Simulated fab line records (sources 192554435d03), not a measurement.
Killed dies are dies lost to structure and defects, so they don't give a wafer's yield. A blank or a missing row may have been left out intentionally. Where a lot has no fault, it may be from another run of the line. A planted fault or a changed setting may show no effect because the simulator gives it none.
A struck lot beside a sound one	flow n5-finfet	37 steps out of a route of 1938
Sound: the wafers L602.1, L602.3, L602.6. Struck: wafer L597.5 (L597.2, L597.3, from the same lot, were not struck and are left out); the cause is given at the end.
At each step with rows: each side's tool, then ch and its chambers, then its first start. Under that, the readings that differ: sound wafers	struck wafers	difference of the means	sigmas: that difference in standard deviations of wafers without a fault.
alike: same words and numbers on both sides, and readings whose means sit less than 2 such deviations apart. not compared: any withheld reading, any reading some wafer has no value for, any bound like >300 that may hide the same value, and any number with overlapping values for which the record gives no deviation.
The two part at a step that has a row with sigmas, a row that says differs or no value, or rows on one side only. Numbers that have no deviation but don't overlap get no sigmas and don't part them. A reading missing from all wafers of one side parts the sides only when that side holds two or more wafers.

first, 9 steps without rows for these wafers: N5_BEOL_M11_ALD_74 (deposits TaN, target thk 2 nm, pulse time 2 s, purge time 3 s); N5_BEOL_M11_SURFACE_TREAT_76; N5_BEOL_M11_CVD_75 (deposits Co from CCTBA/H2, target thk 2 nm, time 138.9 s); N5_BEOL_M11_SPUTTER_48 (material Cu, target thk 12 nm, time 2 s); N5_BEOL_M11_ECD_50 (material Cu, target thk 318 nm); N5_BEOL_M11_ANNEAL_51 (time 90 s); N5_BEOL_M11_CMP_52 (polishes, stops on SiCOH lowk, t overpolish 7 s, target thk 140 nm); N5_BEOL_M11_PRE_CLEAN_55 (time 15 s); N5_BEOL_M11_DEP_56 (deposits SiCN from 3MS/NH3, target thk 30 nm, time 10.5 s).
N5_BEOL_M12_ILD_DEP_00: deposits SiOC from DEMS/O2, target thk 658.92 nm, time 130.7 s.
  sound on pecvd-04 ch 1,2, day 16 09:10; struck on pecvd-02 ch 0, day 14 00:34
reading	sound	struck	difference	sigmas
susceptor-temp-C (C)	349.76 349.75 349.98	372.22	+22.39	+99 or more
model.SiOC_of_BEOL_M12_ILD_DEP_00.thk-nm (nm)	631.8 665.2 663.6	623.4	-30.1	
  alike: heater-power-w, showerhead-plenum-p-Torr, throttle-valve-pct
  not compared: since-wet-clean-h
N5_BEOL_M12_THK_MEAS_01:
  sound on film-metro-01 at day 16 09:20; struck on film-metro-01 at day 14 00:41
reading	sound	struck	difference	sigmas
M12_ILD_THK (nm)	631 665 664	624	-29	-3
then, 10 steps without rows for these wafers: N5_BEOL_M12_COAT_58 (time 60 s, resist thk 89 nm); N5_BEOL_M12_COAT_04 (resist thk 400 nm); N5_BEOL_M12_EBR_06; N5_BEOL_M12_SOFTBAKE_05 (time 60 s); N5_BEOL_M12_EXPOSE_07 (exposes mask V11); N5_BEOL_M12_PEB_08 (peb time 90 s); N5_BEOL_M12_DEVELOP_09 (develop time 45 s); N5_BEOL_M12_HARDBAKE_14 (time 120 s); N5_BEOL_M12_DESCUM_15 (chemistry O2, time 7.9 s); N5_BEOL_M12_ETCH_59 (etches BARC in N2/H2, target depth 89 nm, overetch 26.7 nm, time 67.9 s).
N5_BEOL_M12_VIA_ETCH_16: etches SiOC in C4F8/O2/Ar, target depth 724.8 nm.
  sound on rie-diel-06 ch 1,2, day 16 09:49; struck on rie-diel-05 ch 3, day 14 02:46
reading	sound	struck	difference	sigmas
model.etch.depth-nm (nm)	631.8 665.2 663.7	623.5	-30.1	
model.coat_of_BEOL_M12_COAT_04.thk-nm (nm)	132.4 122 123.6	136	+10	
  alike: O2_flow_sccm, drypump-motor-current-A, oes-product-au, rf-vpp-V, showerhead-plenum-p-Torr, throttle-valve-pct
N5_BEOL_M12_STRIP_63: strips in N2/H2.
  sound on plasma-asher-02 ch 1, day 16 10:01; struck on plasma-asher-01 ch 1, day 14 02:58
reading	sound	struck	difference	sigmas
strip-time-to-endpoint-s (s)	45.0 42.2 42.6	46.0	+2.7	+4
  alike: drypump-motor-current-A, heater-power-w, oes-product-au
  not compared: rf-hours-counter-h
then, 12 steps without rows for these wafers: N5_BEOL_M12_STRIP_64 (strips in N2/H2); N5_BEOL_M12_STRIP_71 (strips in post etch residue remover, time 60 s); N5_BEOL_M12_SRD_72 (time 30 s, dry time 30 s); N5_BEOL_M12_COAT_65 (time 60 s, resist thk 300 nm); N5_BEOL_M12_COAT_66 (time 60 s, resist thk 110 nm); N5_BEOL_M12_COAT_22 (resist thk 300 nm); N5_BEOL_M12_EBR_24; N5_BEOL_M12_SOFTBAKE_23 (time 60 s); N5_BEOL_M12_EXPOSE_25 (exposes mask M12); N5_BEOL_M12_PEB_26 (peb time 90 s); N5_BEOL_M12_DEVELOP_27 (develop time 45 s); N5_BEOL_M12_HARDBAKE_32 (time 120 s).
N5_BEOL_M12_CMP_49: polishes, stops on SiOC, t overpolish 20.6 s, target thk 320 nm.
  sound on cmp-03 ch 1,2,3, day 16 14:40; struck on cmp-03 ch 1, day 14 11:55
reading	sound	struck	difference	sigmas
model.SiOC_of_BEOL_M12_ILD_DEP_00.thk-nm (nm)	571.2 605 603.2	563	-30	
  alike: motor-current-A
N5_PASSIVATION_PROBE_49:
  sound on prober-01 at day 18 01:21; struck on prober-02 at day 16 02:41
  alike: defect-limited-yield, killed_at_M0_to_M3, killed_at_M4_up, killed-at-contacts, killed-at-front-end, killed-at-other, killed-dies, killed-open, killed-short, sort_bin_5_function, sort_bin_6_memory, sort-n-pass, sort-yield-pct

## WHERE THEY PART
At N5_BEOL_M12_ILD_DEP_00 first; at N5_BEOL_M12_STRIP_63 last (within this record only). Later steps at which nothing parts them and some readings are alike: N5_BEOL_M12_CMP_49, N5_PASSIVATION_PROBE_49.

WHY: the cause the simulator had injected
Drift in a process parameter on pecvd-02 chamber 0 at N5_BEOL_M12_ILD_DEP_00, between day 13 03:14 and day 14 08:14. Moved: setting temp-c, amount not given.
